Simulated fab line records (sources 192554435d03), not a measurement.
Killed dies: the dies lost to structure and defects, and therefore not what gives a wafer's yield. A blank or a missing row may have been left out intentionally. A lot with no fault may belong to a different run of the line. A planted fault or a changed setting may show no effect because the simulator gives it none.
fab line records	flow n5_finfet
record: lots: 24	wafers: 72	last_day: 18
route steps=1938 shown BEOL_M0_SAQP@695 BEOL_M0@715
lots that met no fault: taken from a fault-free run of the same line
start_h: hours from the record's first day to the start of the lot's first wafer shown	wait_h: time in hours since the lot's previous step	" unchanged from the row above	L1.1+2: a single row standing in for several wafers	- value missing, or start not given	* or withheld: withheld	< > ~ a bound
route shown NAME@n: names a module that has steps shown in the file, with the first one's number in the route	usual: the fault-free wafers' mean and standard deviation	same: alike in all rows	chamber/n: place in a boat	sites: each site's reading	_std_site: how widely they spread, as a standard deviation	_edge_site: outer sites' mean less inner sites'	radius_mm: for every site, how far away it sits from the centre of the wafer	mask NAME#n: copy n	behind: tool/chamber where the wafer was last shaped	hold: what put the lot on hold/how long, in hours/how the hold closed	device: the n, p or np transistor that did not switch	end of line: the route-end tests of the same wafers	a step with no rows: only its recipe	killed: dies that structure and defects cost at the first sort, which is not the same as the wafer's yield	map: a wafer's dies, marking killed ones x, the rest . and places with no die _
set.NAME: the setting as run; set.NAME@STEP: as run at that earlier step	model.NAME: the simulator's own value behind a step, which no gauge read
a sample of lots followed through the steps of the route, with each step as a table and each wafer as a row
services: from which hour (start_h, from the record's first day; less than 0 if before it) a tool's chamber was out of use, for how many hours, and why
== steps ==
step: N5_BEOL_M0_SAQP_CUT_ETCH_46
recipe: chemistry: N2/H2	target: SOC	target_depth_a: 1350	overetch_a: 270	temp_c: 40	time_s: 202.5	ion_energy_ev: 200	mask_material: SiARC	pressure_mtorr: 30	source_w: 840	bias_w: 150	n2_flow_sccm: 200	h2_flow_sccm: 200
usual: drypump_motor_current_A: 5.9/0.34	h2_flow_sccm: 200.0/0.56	rf_vpp_V: 522.5/2.5	showerhead_plenum_p_Torr: 2.48/0.09	throttle_valve_pct: 17.76/0.24
lot.wafer	tool	chamber	start_h	wait_h	drypump_motor_current_A	h2_flow_sccm	rf_hours_counter_h	rf_vpp_V	showerhead_plenum_p_Torr	throttle_valve_pct
L074.1	rie_diel-04	0	112.88	0.0	5.4	198.5	143	521.8	2.43	17.51
L074.2	"	3	"	"	5.6	199.5	97	518.2	2.35	17.41
L074.3	"	2	"	"	6.1	200.0	227	527.2	2.61	18.03
L075.1	rie_diel-03	0	119.93	0.0	5.8	199.7	16	524.6	2.59	17.94
L075.4	"	2	"	"	6.5	200.7	234	522.1	2.49	17.51
L075.6	"	1	"	"	5.6	199.5	-	521.5	2.42	18.04
L076.3	rie_diel-03	3	126.08	0.0	5.5	200.0	221	521.1	2.41	17.67
L076.4	"	2	"	"	6.6	199.8	236	523.9	2.49	17.51
L076.5	"	0	"	"	5.9	200.0	-	523.4	2.59	17.95
L077.4	rie_diel-04	1	131.30	0.0	6.2	199.7	153	527.6	2.62	17.48
L077.5	"	2	"	"	6.1	199.5	-	525.1	2.61	18.03
L077.6	"	1	"	"	6.2	200.0	-	526.2	2.62	17.48
L078.2	rie_diel-06	2	141.82	0.0	5.9	199.0	233	525.7	2.62	17.93
L078.4	"	1	"	"	6.2	198.8	15	521.5	2.50	17.86
L078.5	"	0	"	"	5.5	201.0	-	521.9	2.39	17.88
L079.1	rie_diel-03	2	145.05	0.0	6.6	200.5	241	523.2	2.48	17.52
L079.2	"	0	"	"	5.8	200.0	23	525.1	2.59	17.98
L079.3	"	1	"	"	5.6	201.0	180	520.7	2.42	18.05
L080.2	rie_diel-03	2	158.22	0.0	6.6	201.2	245	523.5	2.48	17.51
L080.4	"	3	"	"	5.5	199.8	229	519.8	2.40	17.68
L080.5	"	1	"	"	5.6	200.5	-	519.7	2.42	18.04
L081.2	rie_diel-03	2	159.89	0.0	6.5	199.7	246	522.2	2.48	17.52
L081.3	"	0	"	"	5.9	200.1	27	525.8	2.59	18.01
L081.5	"	0	"	"	5.8	199.7	-	527.7	2.59	17.99
L082.1	rie_diel-03	3	163.92	0.0	5.5	199.9	231	520.7	2.40	17.68
L082.4	"	1	"	"	5.6	200.4	186	520.2	2.42	18.07
L082.6	"	0	"	"	5.8	200.0	-	525.2	2.59	17.98
L083.1	rie_diel-03	3	169.40	0.0	5.5	200.4	232	519.2	2.40	17.69
L083.3	"	0	"	"	5.9	200.8	29	525.4	2.59	17.99
L083.4	"	2	"	"	6.6	200.3	248	523.4	2.48	17.52
L084.1	rie_diel-06	0	175.57	0.0	5.4	201.1	228	519.2	2.39	17.88
L084.4	"	3	"	"	6.0	200.8	124	521.8	2.43	17.70
L084.6	"	1	"	"	6.2	200.4	-	522.5	2.49	17.90
L085.1	rie_diel-04	3	180.93	0.0	5.6	200.2	114	519.1	2.34	17.45
L085.2	"	0	"	"	5.4	200.0	166	520.9	2.42	17.55
L085.3	"	1	"	"	6.2	199.5	169	526.8	2.61	17.51
L086.3	rie_diel-06	1	191.62	0.0	6.2	198.6	30	522.5	2.49	17.88
L086.4	"	0	"	"	5.5	200.4	233	521.0	2.39	17.90
L086.6	"	1	"	"	6.2	199.9	-	522.8	2.49	17.88
L087.2	rie_diel-06	0	197.04	0.0	5.5	200.4	234	520.6	2.39	17.91
L087.3	"	3	"	"	6.1	199.0	130	520.8	2.43	17.71
L087.4	"	2	"	"	5.9	200.7	246	524.7	2.61	17.94
L088.3	rie_diel-04	3	202.16	0.0	5.6	200.7	122	518.4	2.34	17.44
L088.4	"	3	"	"	5.7	200.9	-	518.7	2.34	17.48
L088.5	"	1	"	"	6.2	200.1	-	526.3	2.61	17.51
L089.2	rie_diel-06	2	206.02	0.0	5.9	198.9	248	526.6	2.61	17.90
L089.4	"	3	"	"	5.9	200.2	131	521.2	2.43	17.71
L089.5	"	3	"	"	6.0	200.6	-	522.3	2.43	17.74
L090.1	rie_diel-06	0	213.66	0.0	5.5	200.5	239	519.6	2.39	17.90
L090.2	"	3	"	"	6.0	200.0	134	519.3	2.43	17.71
L090.3	"	1	"	"	6.2	199.0	36	522.5	2.49	17.88
L091.1	rie_diel-04	3	221.85	0.0	5.7	200.0	130	518.6	2.34	17.48
L091.5	"	0	"	"	5.4	199.1	-	519.3	2.41	17.57
L091.6	"	3	"	"	5.6	200.1	-	518.7	2.34	17.48
L092.1	rie_diel-06	0	225.79	0.0	5.5	200.9	244	519.9	2.38	17.91
L092.3	"	3	"	"	6.0	200.6	140	519.9	2.43	17.71
L092.4	"	0	"	"	5.5	199.7	-	519.9	2.38	17.91
L093.2	rie_diel-04	3	233.34	0.0	5.7	199.9	134	518.0	2.34	17.48
L093.4	"	0	"	"	5.4	200.4	182	522.6	2.41	17.59
L093.6	"	3	"	"	5.6	199.7	-	518.2	2.34	17.49
L094.2	rie_diel-03	1	236.38	0.0	5.6	199.7	206	521.6	2.41	18.10
L094.3	"	2	"	"	6.5	199.5	11	522.3	2.47	17.11
L094.5	"	2	"	"	6.5	200.1	-	521.7	2.48	17.11
L095.1	rie_diel-03	0	236.94	0.0	5.8	199.0	55	523.7	2.58	18.03
L095.4	"	0	"	"	5.8	199.9	-	523.7	2.58	18.03
L095.6	"	2	"	"	6.5	200.1	-	522.8	2.47	17.13
L096.1	rie_diel-06	2	251.55	0.0	5.9	200.3	9	525.4	2.61	17.53
L096.4	"	3	"	"	6.0	200.7	-	521.6	2.42	17.75
L096.6	"	1	"	"	6.2	200.5	-	522.9	2.48	17.89
L097.2	rie_diel-03	2	257.77	0.0	6.6	200.0	18	522.3	2.47	17.11
L097.5	"	0	"	"	5.8	200.5	-	525.8	2.57	18.03
L097.6	"	1	"	"	5.6	198.7	-	520.3	2.40	18.13
step: N5_BEOL_M0_SAQP_ALD_48
recipe: material: SiO2	target_thk_a: 200	temp_c: 100	ald_precursor_family: BDEAS	ald_co_reactant: O2-plasma	pulse_time_s: 1	co_reactant_pulse_time_s: 1	purge_time_s: 2	co_reactant_purge_time_s: 2	ald_cycles: 139	pressure_torr: 2
usual: heater_power_w: 76/6.6	precursor_pulse_height_rel: 1.000/0.021
same: ald_cycles: 139
lot.wafer	tool	chamber	start_h	wait_h	heater_power_w	precursor_pulse_height_rel
L074.1	ald_sin-02	0	113.61	0.6	77	0.994
L074.2	"	1	"	"	72	0.991
L074.3	"	3	"	"	70	1.021
L075.1	ald_sin-04	3	120.30	0.2	90	1.035
L075.4	"	1	"	"	72	0.981
L075.6	"	2	"	"	81	1.005
L076.3	ald_sin-04	3	127.46	1.2	87	0.987
L076.4	"	2	"	"	83	0.989
L076.5	"	1	"	"	72	1.000
L077.4	ald_sin-01	3	131.50	0.0	72	0.989
L077.5	"	1	"	"	86	1.015
L077.6	"	0	"	"	71	1.008
L078.2	ald_sin-01	1	142.29	0.3	83	1.004
L078.4	"	0	"	"	72	1.008
L078.5	"	0	"	"	68	1.019
L079.1	ald_sin-04	3	145.25	0.0	90	1.008
L079.2	"	0	"	"	67	0.992
L079.3	"	2	"	"	80	0.995
L080.2	ald_sin-01	0	158.93	0.5	72	1.007
L080.4	"	2	"	"	76	1.006
L080.5	"	1	"	"	82	0.978
L081.2	ald_sin-01	1	160.09	0.0	84	0.996
L081.3	"	2	"	"	77	0.998
L081.5	"	3	"	"	72	1.009
L082.1	ald_sin-02	2	164.50	0.4	85	1.007
L082.4	"	0	"	"	75	1.015
L082.6	"	3	"	"	72	1.035
L083.1	ald_sin-04	1	170.60	1.0	71	0.982
L083.3	"	0	"	"	68	0.958
L083.4	"	2	"	"	80	1.004
L084.1	ald_sin-02	2	176.08	0.3	84	0.989
L084.4	"	1	"	"	71	0.983
L084.6	"	3	"	"	70	0.999
L085.1	ald_sin-04	1	181.13	0.0	72	0.969
L085.2	"	0	"	"	67	0.984
L085.3	"	2	"	"	83	1.022
L086.3	ald_sin-04	0	192.10	0.3	68	1.002
L086.4	"	2	"	"	81	0.998
L086.6	"	0	"	"	68	0.991
L087.2	ald_sin-01	2	197.24	0.0	75	1.024
L087.3	"	1	"	"	84	0.983
L087.4	"	0	"	"	71	1.001
L088.3	ald_sin-01	3	202.41	0.1	71	1.020
L088.4	"	1	"	"	83	1.006
L088.5	"	1	"	"	83	1.037
L089.2	ald_sin-02	2	206.29	0.1	88	0.949
L089.4	"	3	"	"	70	0.949
L089.5	"	0	"	"	73	1.003
L090.1	ald_sin-01	3	213.87	0.0	73	0.988
L090.2	"	1	"	"	84	1.002
L090.3	"	0	"	"	74	0.989
L091.1	ald_sin-01	3	222.05	0.0	73	0.997
L091.5	"	1	"	"	86	1.007
L091.6	"	0	"	"	70	0.991
L092.1	ald_sin-04	2	226.00	0.0	81	1.012
L092.3	"	1	"	"	73	0.989
L092.4	"	3	"	"	88	1.017
L093.2	ald_sin-04	3	233.70	0.2	90	0.966
L093.4	"	1	"	"	73	1.032
L093.6	"	2	"	"	83	1.001
L094.2	ald_sin-01	2	236.58	0.0	74	1.053
L094.3	"	1	"	"	85	1.018
L094.5	"	3	"	"	72	1.054
L095.1	ald_sin-01	3	237.14	0.0	73	1.023
L095.4	"	2	"	"	75	0.976
L095.6	"	1	"	"	84	0.998
L096.1	ald_sin-02	0	252.54	0.8	73	0.994
L096.4	"	3	"	"	70	0.984
L096.6	"	3	"	"	69	1.010
L097.2	ald_sin-02	0	258.21	0.3	74	0.929
L097.5	"	0	"	"	73	0.985
L097.6	"	3	"	"	70	0.971
step: N5_BEOL_M0_ETCH_138
recipe: chemistry: CH3F/O2	target_depth_a: 120	target: SiCN	time_s: 31.6	ion_energy_ev: 120	pressure_mtorr: 30	source_w: 395	bias_w: 75	Ar_flow_sccm: 150	CH3F_flow_sccm: 30	O2_flow_sccm: 20	ends: cleared
usual: CH3F_flow_sccm: 30.01/0.084	drypump_motor_current_A: 5.4/0.42	etch_rf_on_time_s: 29.2/0.97	oes_product_au: 0.69/0.054	rf_vpp_V: 298.2/1.5	showerhead_plenum_p_Torr: 2.04/0.07	throttle_valve_pct: 16.29/0.22
lot.wafer	tool	chamber	start_h	wait_h	CH3F_flow_sccm	drypump_motor_current_A	etch_rf_on_time_s	oes_product_au	rf_hours_counter_h	rf_vpp_V	showerhead_plenum_p_Torr	throttle_valve_pct
L074.1	rie_diel-02	2	115.20	0.0	30.01	6.3	29.2	0.74	36	298.5	2.14	16.30
L074.2	"	1	"	"	30.11	5.0	28.8	0.70	79	299.5	2.13	16.27
L074.3	"	3	"	"	29.97	5.2	28.1	0.67	113	298.8	2.02	16.37
L075.1	rie_diel-01	3	121.48	0.0	30.07	5.7	30.0	0.66	95	297.8	2.02	16.58
L075.4	"	1	"	"	29.97	5.7	28.6	0.80	6	301.4	2.14	16.44
L075.6	"	3	"	"	30.02	5.7	30.6	0.67	-	297.7	2.02	16.57
L076.3	rie_diel-05	0	128.98	0.0	30.03	5.4	27.9	0.79	32	297.1	1.96	16.31
L076.4	"	1	"	"	30.05	5.6	30.1	0.68	115	298.8	2.11	15.96
L076.5	"	3	"	"	30.07	5.1	29.1	0.74	-	297.2	2.02	16.28
L077.4	rie_diel-02	2	132.69	0.0	30.04	6.3	30.1	0.74	42	299.3	2.14	16.30
L077.5	"	3	"	"	29.97	5.2	27.3	0.67	-	297.7	2.02	16.39
L077.6	"	2	"	"	30.10	6.4	29.1	0.74	-	299.0	2.14	16.31
L078.2	rie_diel-02	1	143.88	0.0	29.87	5.0	29.6	0.69	90	301.0	2.12	16.28
L078.4	"	1	"	"	29.99	5.0	30.0	0.69	-	299.6	2.12	16.30
L078.5	"	3	"	"	29.87	5.2	27.8	0.66	-	296.4	2.01	16.40
L079.1	rie_diel-01	2	146.96	0.0	29.90	5.2	30.6	0.68	73	298.7	2.01	15.87
L079.2	"	0	"	"	29.97	6.0	27.9	0.60	231	294.3	1.87	16.52
L079.3	"	1	"	"	29.94	5.7	28.6	0.79	14	298.6	2.13	16.46
L080.2	rie_diel-05	3	160.24	0.0	29.98	5.1	27.8	0.73	72	298.1	2.02	16.31
L080.4	"	1	"	"	29.99	5.6	29.2	0.66	-	299.3	2.10	15.96
L080.5	"	0	"	"	29.91	5.4	27.6	0.77	-	297.7	1.95	16.34
L081.2	rie_diel-05	1	161.47	0.0	29.91	5.6	28.1	0.66	127	298.9	2.10	15.96
L081.3	"	0	"	"	30.06	5.4	28.8	0.77	44	297.1	1.95	16.34
L081.5	"	1	"	"	29.93	5.6	29.0	0.67	-	299.5	2.10	15.97
L082.1	rie_diel-05	0	166.07	0.0	29.96	5.4	27.8	0.77	47	296.2	1.95	16.34
L082.4	"	2	"	"	29.96	5.2	29.8	0.59	243	297.3	2.04	16.33
L082.6	"	2	"	"	30.08	5.2	30.2	0.58	-	298.3	2.04	16.29
L083.1	rie_diel-01	3	171.91	0.0	30.11	5.7	28.8	0.66	114	297.3	2.02	16.61
L083.3	"	1	"	"	30.05	5.7	28.8	0.76	24	298.4	2.13	16.48
L083.4	"	0	"	"	30.07	6.1	29.6	0.59	242	296.6	1.87	16.53
L084.1	rie_diel-01	1	177.35	0.0	30.04	5.7	29.5	0.76	26	302.1	2.13	16.49
L084.4	"	3	"	"	30.08	5.7	31.0	0.65	116	296.3	2.02	16.60
L084.6	"	1	"	"	30.02	5.7	29.4	0.75	-	300.2	2.13	16.49
L085.1	rie_diel-05	1	183.11	0.0	30.06	5.6	28.1	0.65	136	299.6	2.10	16.00
L085.2	"	0	"	"	29.92	5.4	27.8	0.77	53	296.6	1.95	16.34
L085.3	"	3	"	"	30.09	5.1	29.5	0.72	81	298.1	2.02	16.34
L086.3	rie_diel-02	0	193.43	0.0	30.00	4.9	29.8	0.65	155	296.5	1.98	16.16
L086.4	"	1	"	"	30.07	5.0	30.7	0.66	104	300.0	2.12	16.32
L086.6	"	3	"	"	30.07	5.2	29.0	0.66	-	298.6	2.01	16.41
L087.2	rie_diel-01	1	198.76	0.0	30.05	5.7	29.3	0.74	34	299.8	2.13	16.50
L087.3	"	3	"	"	30.03	5.7	29.4	0.64	125	297.4	2.02	16.64
L087.4	"	3	"	"	30.06	5.7	28.9	0.64	-	296.0	2.02	16.65
L088.3	rie_diel-05	0	203.84	0.0	30.01	5.4	28.3	0.75	62	295.6	1.95	16.36
L088.4	"	0	"	"	30.01	5.4	28.3	0.75	-	295.0	1.95	16.37
L088.5	"	1	"	"	29.75	5.6	29.6	0.65	-	297.6	2.09	16.03
L089.2	rie_diel-01	1	207.48	0.0	30.02	5.7	28.0	0.74	39	299.6	2.13	16.49
L089.4	"	2	"	"	30.21	5.2	30.2	0.66	-	297.5	2.01	15.94
L089.5	"	3	"	"	30.05	5.7	29.6	0.65	-	299.2	2.01	16.65
L090.1	rie_diel-02	0	215.54	0.0	30.01	4.9	28.5	0.64	162	297.0	1.98	16.15
L090.2	"	2	"	"	30.05	6.4	28.8	0.71	65	298.5	2.13	16.35
L090.3	"	3	"	"	30.14	5.2	28.2	0.65	141	298.2	2.01	16.44
L091.1	rie_diel-01	0	223.30	0.0	30.04	6.0	28.1	0.85	3	299.7	2.11	16.00
L091.5	"	1	"	"	30.26	5.7	28.8	0.72	-	299.1	2.12	16.52
L091.6	"	2	"	"	29.99	5.2	30.3	0.66	-	298.1	2.00	15.92
L092.1	rie_diel-01	2	227.36	0.0	30.06	5.2	29.1	0.66	104	298.3	2.00	15.94
L092.3	"	3	"	"	30.01	5.7	29.7	0.64	137	297.8	2.01	16.65
L092.4	"	1	"	"	29.94	5.7	28.7	0.73	46	299.3	2.12	16.52
L093.2	rie_diel-02	2	235.01	0.0	30.07	6.3	29.6	0.71	71	299.7	2.13	16.38
L093.4	"	1	"	"	30.00	5.0	31.4	0.66	115	300.4	2.11	16.36
L093.6	"	1	"	"	30.19	5.0	32.0	0.66	-	299.7	2.11	16.34
L094.2	rie_diel-02	2	237.90	0.0	29.94	6.3	28.7	0.70	71	299.2	2.13	16.37
L094.3	"	3	"	"	30.03	5.2	27.4	0.64	148	297.4	2.01	16.45
L094.5	"	0	"	"	30.02	4.9	28.3	0.64	-	297.7	1.98	16.16
L095.1	rie_diel-02	1	238.90	0.0	29.79	5.0	30.8	0.66	116	299.3	2.11	16.35
L095.4	"	3	"	"	29.96	5.2	28.7	0.65	149	295.1	2.01	16.45
L095.6	"	3	"	"	30.10	5.2	28.9	0.64	-	296.5	2.01	16.45
L096.1	rie_diel-05	0	254.15	0.0	30.01	5.4	28.2	0.73	82	294.7	1.94	16.41
L096.4	"	1	"	"	30.13	5.6	27.9	0.64	165	297.8	2.09	16.05
L096.6	"	2	"	"	29.79	5.2	27.8	0.80	-	299.2	2.04	15.90
L097.2	rie_diel-05	2	259.52	0.0	30.03	5.1	28.1	0.79	15	299.8	2.04	15.87
L097.5	"	3	"	"	29.90	5.1	29.1	0.69	-	297.0	2.00	16.39
L097.6	"	0	"	"	30.09	5.4	27.8	0.73	-	296.3	1.94	16.42
step: N5_BEOL_M0_SURFACE_TREAT_137
recipe: gas: Ar	time_s: *	ion_energy_ev: *	ion_current_ma_cm2: 0.5	pressure_mtorr: *	ar_flow_sccm: 30
usual: throttle_valve_pct: *
lot.wafer	tool	chamber	start_h	wait_h	throttle_valve_pct
L074.1	pvd_sputter-02	-	120.88	0.6	*
L074.2	"	-	"	"	*
L074.3	"	-	"	"	*
L075.1	pvd_sputter-02	-	123.70	0.1	*
L075.4	"	-	"	"	*
L075.6	"	-	"	"	*
L076.3	pvd_sputter-02	-	134.58	0.2	*
L076.4	"	-	"	"	*
L076.5	"	-	"	"	*
L077.4	pvd_sputter-01	-	137.67	0.2	*
L077.5	"	-	"	"	*
L077.6	"	-	"	"	*
L078.2	pvd_sputter-01	-	149.15	0.1	*
L078.4	"	-	"	"	*
L078.5	"	-	"	"	*
L079.1	pvd_sputter-03	-	150.35	0.1	*
L079.2	"	-	"	"	*
L079.3	"	-	"	"	*
L081.2	pvd_sputter-02	-	163.46	0.2	*
L081.3	"	-	"	"	*
L081.5	"	-	"	"	*
L080.2	pvd_sputter-01	-	163.63	0.2	*
L080.4	"	-	"	"	*
L080.5	"	-	"	"	*
L082.1	pvd_sputter-01	-	172.52	0.7	*
L082.4	"	-	"	"	*
L082.6	"	-	"	"	*
L083.1	pvd_sputter-02	-	174.02	0.1	*
L083.3	"	-	"	"	*
L083.4	"	-	"	"	*
L084.1	pvd_sputter-02	-	180.86	0.3	*
L084.4	"	-	"	"	*
L084.6	"	-	"	"	*
L085.1	pvd_sputter-01	-	187.09	0.2	*
L085.2	"	-	"	"	*
L085.3	"	-	"	"	*
L086.3	pvd_sputter-01	-	197.59	0.2	*
L086.4	"	-	"	"	*
L086.6	"	-	"	"	*
L087.2	pvd_sputter-01	-	202.45	2.0	*
L087.3	"	-	"	"	*
L087.4	"	-	"	"	*
L089.2	pvd_sputter-03	-	209.33	0.2	*
L089.4	"	-	"	"	*
L089.5	"	-	"	"	*
L088.3	pvd_sputter-01	-	209.99	0.4	*
L088.4	"	-	"	"	*
L088.5	"	-	"	"	*
L090.1	pvd_sputter-02	-	217.73	0.1	*
L090.2	"	-	"	"	*
L090.3	"	-	"	"	*
L091.1	pvd_sputter-03	-	226.96	0.1	*
L091.5	"	-	"	"	*
L091.6	"	-	"	"	*
L092.1	pvd_sputter-01	-	233.22	0.4	*
L092.3	"	-	"	"	*
L092.4	"	-	"	"	*
L093.2	pvd_sputter-02	-	237.59	0.2	*
L093.4	"	-	"	"	*
L093.6	"	-	"	"	*
L094.2	pvd_sputter-01	-	240.84	0.2	*
L094.3	"	-	"	"	*
L094.5	"	-	"	"	*
L095.1	pvd_sputter-03	-	243.15	0.3	*
L095.4	"	-	"	"	*
L095.6	"	-	"	"	*
L096.1	pvd_sputter-02	-	256.30	0.2	*
L096.4	"	-	"	"	*
L096.6	"	-	"	"	*
L097.2	pvd_sputter-03	-	263.30	0.2	*
L097.5	"	-	"	"	*
L097.6	"	-	"	"	*
step: N5_BEOL_M0_ANNEAL_135
recipe: temp_c: 400	time_s: 60	ambient: vacuum
usual: heater_power_w: 797/82
lot.wafer	tool	chamber	start_h	wait_h	heater_power_w
L074.1	pvd_sputter-02	-	121.52	0.0	820
L074.2	"	-	"	"	897
L074.3	"	-	"	"	835
L075.1	pvd_sputter-03	-	124.37	0.0	754
L075.4	"	-	"	"	700
L075.6	"	-	"	"	646
L076.3	pvd_sputter-02	-	135.36	0.0	840
L076.4	"	-	"	"	788
L076.5	"	-	"	"	886
L077.4	pvd_sputter-03	-	138.67	0.0	652
L077.5	"	-	"	"	648
L077.6	"	-	"	"	776
L078.2	pvd_sputter-03	-	149.72	0.0	964
L078.4	"	-	"	"	645
L078.5	"	-	"	"	697
L079.1	pvd_sputter-01	-	150.93	0.0	867
L079.2	"	-	"	"	736
L079.3	"	-	"	"	825
L080.2	pvd_sputter-02	-	164.18	0.0	785
L080.4	"	-	"	"	849
L080.5	"	-	"	"	898
L081.2	pvd_sputter-01	-	164.35	0.0	862
L081.3	"	-	"	"	809
L081.5	"	-	"	"	820
L082.1	pvd_sputter-02	-	173.09	0.0	888
L082.4	"	-	"	"	790
L082.6	"	-	"	"	842
L083.1	pvd_sputter-03	-	174.50	0.0	750
L083.3	"	-	"	"	678
L083.4	"	-	"	"	947
L084.1	pvd_sputter-01	-	181.36	0.0	811
L084.4	"	-	"	"	859
L084.6	"	-	"	"	739
L085.1	pvd_sputter-01	-	187.69	0.0	876
L085.2	"	-	"	"	798
L085.3	"	-	"	"	735
L086.3	pvd_sputter-02	-	198.30	0.0	896
L086.4	"	-	"	"	826
L086.6	"	-	"	"	878
L087.2	pvd_sputter-03	-	202.98	0.0	664
L087.3	"	-	"	"	705
L087.4	"	-	"	"	974
L089.2	pvd_sputter-01	-	209.87	0.0	834
L089.4	"	-	"	"	731
L089.5	"	-	"	"	818
L088.3	pvd_sputter-01	-	210.57	0.0	712
L088.4	"	-	"	"	796
L088.5	"	-	"	"	813
L090.1	pvd_sputter-03	-	218.25	0.0	767
L090.2	"	-	"	"	694
L090.3	"	-	"	"	966
L091.1	pvd_sputter-01	-	227.72	0.0	720
L091.5	"	-	"	"	736
L091.6	"	-	"	"	820
L092.1	pvd_sputter-01	-	233.74	0.0	708
L092.3	"	-	"	"	817
L092.4	"	-	"	"	811
L093.2	pvd_sputter-01	-	238.36	0.0	799
L093.4	"	-	"	"	811
L093.6	"	-	"	"	793
L094.2	pvd_sputter-01	-	241.56	0.0	864
L094.3	"	-	"	"	846
L094.5	"	-	"	"	852
L095.1	pvd_sputter-02	-	244.94	0.0	862
L095.4	"	-	"	"	804
L095.6	"	-	"	"	899
L096.1	pvd_sputter-03	-	257.00	0.0	761
L096.4	"	-	"	"	667
L096.6	"	-	"	"	931
L097.2	pvd_sputter-03	-	263.98	0.0	670
L097.5	"	-	"	"	686
L097.6	"	-	"	"	649
step: N5_BEOL_M0_SPUTTER_141
recipe: material: Cu	target_thk_a: 40	temp_c: -20	chamber_pressure_pa: 0.07	power_w: withheld	time_s: 7.37
usual: chuck_sensor_temp_C: -15.7/0.4	throttle_valve_pct: 29.8/0.85
lot.wafer	tool	chamber	start_h	wait_h	chuck_sensor_temp_C	throttle_valve_pct
L074.1	pvd_sputter-02	-	121.56	0.0	-15.3	30.9
L074.2	"	-	"	"	-16.1	27.8
L074.3	"	-	"	"	-15.9	30.6
L075.1	pvd_sputter-03	-	124.41	0.0	-15.5	30.3
L075.4	"	-	"	"	-15.1	30.7
L075.6	"	-	"	"	-15.5	29.5
L076.3	pvd_sputter-02	-	135.40	0.0	-15.8	30.5
L076.4	"	-	"	"	-15.8	29.1
L076.5	"	-	"	"	-16.0	27.8
L077.4	pvd_sputter-03	-	138.71	0.0	-15.4	29.5
L077.5	"	-	"	"	-15.5	29.7
L077.6	"	-	"	"	-15.5	30.0
L078.2	pvd_sputter-03	-	149.76	0.0	-14.8	29.3
L078.4	"	-	"	"	-15.4	29.5
L078.5	"	-	"	"	-15.2	31.0
L079.1	pvd_sputter-01	-	150.97	0.0	-15.7	30.1
L079.2	"	-	"	"	-15.8	29.5
L079.3	"	-	"	"	-16.2	29.0
L080.2	pvd_sputter-02	-	164.22	0.0	-15.7	29.0
L080.4	"	-	"	"	-15.4	30.8
L080.5	"	-	"	"	-16.1	27.8
L081.2	pvd_sputter-01	-	164.39	0.0	-15.6	30.2
L081.3	"	-	"	"	-16.3	31.0
L081.5	"	-	"	"	-16.1	30.7
L082.1	pvd_sputter-02	-	173.13	0.0	-16.0	28.2
L082.4	"	-	"	"	-15.8	28.9
L082.6	"	-	"	"	-15.4	31.2
L083.1	pvd_sputter-03	-	174.54	0.0	-15.6	30.3
L083.3	"	-	"	"	-15.0	30.7
L083.4	"	-	"	"	-14.8	29.5
L084.1	pvd_sputter-01	-	181.40	0.0	-16.1	30.8
L084.4	"	-	"	"	-15.7	30.0
L084.6	"	-	"	"	-15.7	29.4
L085.1	pvd_sputter-01	-	187.73	0.0	-15.7	30.2
L085.2	"	-	"	"	-15.9	30.9
L085.3	"	-	"	"	-15.9	29.6
L086.3	pvd_sputter-02	-	198.34	0.0	-16.0	27.8
L086.4	"	-	"	"	-15.8	30.6
L086.6	"	-	"	"	-16.1	27.9
L087.2	pvd_sputter-03	-	203.02	0.0	-15.4	29.4
L087.3	"	-	"	"	-15.0	31.1
L087.4	"	-	"	"	-14.7	29.6
L089.2	pvd_sputter-01	-	209.91	0.0	-16.0	29.1
L089.4	"	-	"	"	-15.6	29.3
L089.5	"	-	"	"	-16.2	29.2
L088.3	pvd_sputter-01	-	210.61	0.0	-15.7	29.4
L088.4	"	-	"	"	-16.1	30.8
L088.5	"	-	"	"	-16.1	30.8
L090.1	pvd_sputter-03	-	218.29	0.0	-15.6	30.1
L090.2	"	-	"	"	-15.2	30.8
L090.3	"	-	"	"	-14.8	29.4
L091.1	pvd_sputter-01	-	227.76	0.0	-15.8	29.4
L091.5	"	-	"	"	-15.7	29.7
L091.6	"	-	"	"	-16.2	29.4
L092.1	pvd_sputter-01	-	233.78	0.0	-15.6	29.5
L092.3	"	-	"	"	-16.0	30.8
L092.4	"	-	"	"	-16.1	28.8
L093.2	pvd_sputter-01	-	238.40	0.0	-16.3	30.7
L093.4	"	-	"	"	-16.1	28.8
L093.6	"	-	"	"	-16.3	28.8
L094.2	pvd_sputter-01	-	241.60	0.0	-15.7	30.2
L094.3	"	-	"	"	-16.2	29.1
L094.5	"	-	"	"	-15.7	30.2
L095.1	pvd_sputter-02	-	244.98	0.0	-15.8	30.8
L095.4	"	-	"	"	-15.7	29.0
L095.6	"	-	"	"	-16.1	28.1
L096.1	pvd_sputter-03	-	257.04	0.0	-15.5	30.2
L096.4	"	-	"	"	-15.4	29.6
L096.6	"	-	"	"	-14.8	29.3
L097.2	pvd_sputter-03	-	264.02	0.0	-15.6	29.6
L097.5	"	-	"	"	-15.1	30.9
L097.6	"	-	"	"	-15.4	29.5
== services ==
tool	chamber	start_h	hours	kind
rie_diel-04	2	90.08	1.8	repair
rie_diel-03	3	92.22	7.2	repair
ald_sin-01	-	99.60	28.1	pm
rie_diel-05	-	112.03	4.3	pm
ald_sin-02	3	117.54	10.8	repair
rie_diel-02	2	136.70	8.8	repair
rie_diel-04	-	136.74	2.8	pm
ald_sin-02	1	144.57	6.7	repair
rie_diel-02	-	154.74	14.6	pm
rie_diel-04	2	157.46	2.1	repair
rie_diel-05	2	159.38	5.2	repair
ald_sin-01	-	163.46	6.0	pm
rie_diel-02	1	170.92	3.2	repair
rie_diel-06	2	178.37	10.6	repair
ald_sin-01	2	186.19	5.7	repair
rie_diel-02	-	201.05	2.8	pm
rie_diel-06	-	201.59	2.8	pm
rie_diel-04	0	209.83	5.8	repair
ald_sin-04	-	214.41	2.8	pm
ald_sin-04	2	229.00	3.1	repair
ald_sin-04	0	229.66	8.0	repair
ald_sin-02	2	231.91	6.0	repair
ald_sin-01	0	248.39	4.8	repair
rie_diel-04	0	250.43	17.9	repair
== key ==
fault none
